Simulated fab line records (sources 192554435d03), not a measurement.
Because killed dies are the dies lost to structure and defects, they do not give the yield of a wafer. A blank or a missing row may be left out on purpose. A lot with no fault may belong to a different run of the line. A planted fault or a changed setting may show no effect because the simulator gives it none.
Chamber matching || flow n5 finfet || 4 sister chambers for N5_ILD0_CMP_03 on cmp-02
The step polishes, stops on SiNx, t overpolish 1.9 s, target thk 197.38 nm. 4 wafers are shown with their chamber, then 11 later ones without.

== EACH WAFER AND ITS CHAMBER ==
{"wafer": "L085.3", "chamber": 0, "motor current A (A)": 13.2}
{"wafer": "L087.1", "chamber": 1, "motor current A (A)": 12.0}
{"wafer": "L087.2", "chamber": 2, "motor current A (A)": 12.8}
{"wafer": "L088.2", "chamber": 3, "motor current A (A)": 11.2}

== WAFERS MISSING THEIR CHAMBER ==
{"wafer": "L088.4", "motor current A (A)": 12.6}
{"wafer": "L088.5", "motor current A (A)": 12.3}
{"wafer": "L090.1", "motor current A (A)": 12.2}
{"wafer": "L090.2", "motor current A (A)": 12.9}
{"wafer": "L090.5", "motor current A (A)": 13.8}
{"wafer": "L093.3", "motor current A (A)": 11.4}
{"wafer": "L093.5", "motor current A (A)": 11.5}
{"wafer": "L093.6", "motor current A (A)": 11.8}
{"wafer": "L097.1", "motor current A (A)": 12.4}
{"wafer": "L097.4", "motor current A (A)": 11.5}
{"wafer": "L097.6", "motor current A (A)": 11.8}

== WHICH CHAMBER EACH WENT THROUGH ==
{"wafer": "L088.4", "from the rows above": "can't be placed: 2 or 0 or 1", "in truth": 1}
{"wafer": "L088.5", "from the rows above": "can't be placed: 1 or 2 or 0", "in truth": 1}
{"wafer": "L090.1", "from the rows above": "can't be placed: 1 or 2", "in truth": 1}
{"wafer": "L090.2", "from the rows above": "can't be placed: 2 or 0", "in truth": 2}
{"wafer": "L090.5", "from the rows above": "can't be placed: 0 or 2", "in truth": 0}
{"wafer": "L093.3", "from the rows above": "can't be placed: 3 or 1", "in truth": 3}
{"wafer": "L093.5", "from the rows above": "can't be placed: 3 or 1", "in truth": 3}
{"wafer": "L093.6", "from the rows above": "can't be placed: 1 or 3", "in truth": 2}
{"wafer": "L097.1", "from the rows above": "can't be placed: 1 or 2 or 0", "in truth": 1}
{"wafer": "L097.4", "from the rows above": "can't be placed: 3 or 1", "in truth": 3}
{"wafer": "L097.6", "from the rows above": "can't be placed: 1 or 3", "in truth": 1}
Correctly placed: 0 of 11. Can't be placed from these rows: 11 (the true chamber is among the candidates in 10). 0 placed wrongly.
How it was worked out, from the rows above alone: a wafer's distance from a chamber is the root of the sum, over the readings, of the square of ((its reading less the chamber's mean) divided by the reading's scatter). The wafer belongs to the nearest chamber; if the next one is less than 2 further off, it can't be placed. A chamber's mean is the mean of its shown wafers. The scatter: root of mean squared gap, hidden wafer to nearest shown wafer, with one shown wafer a chamber.
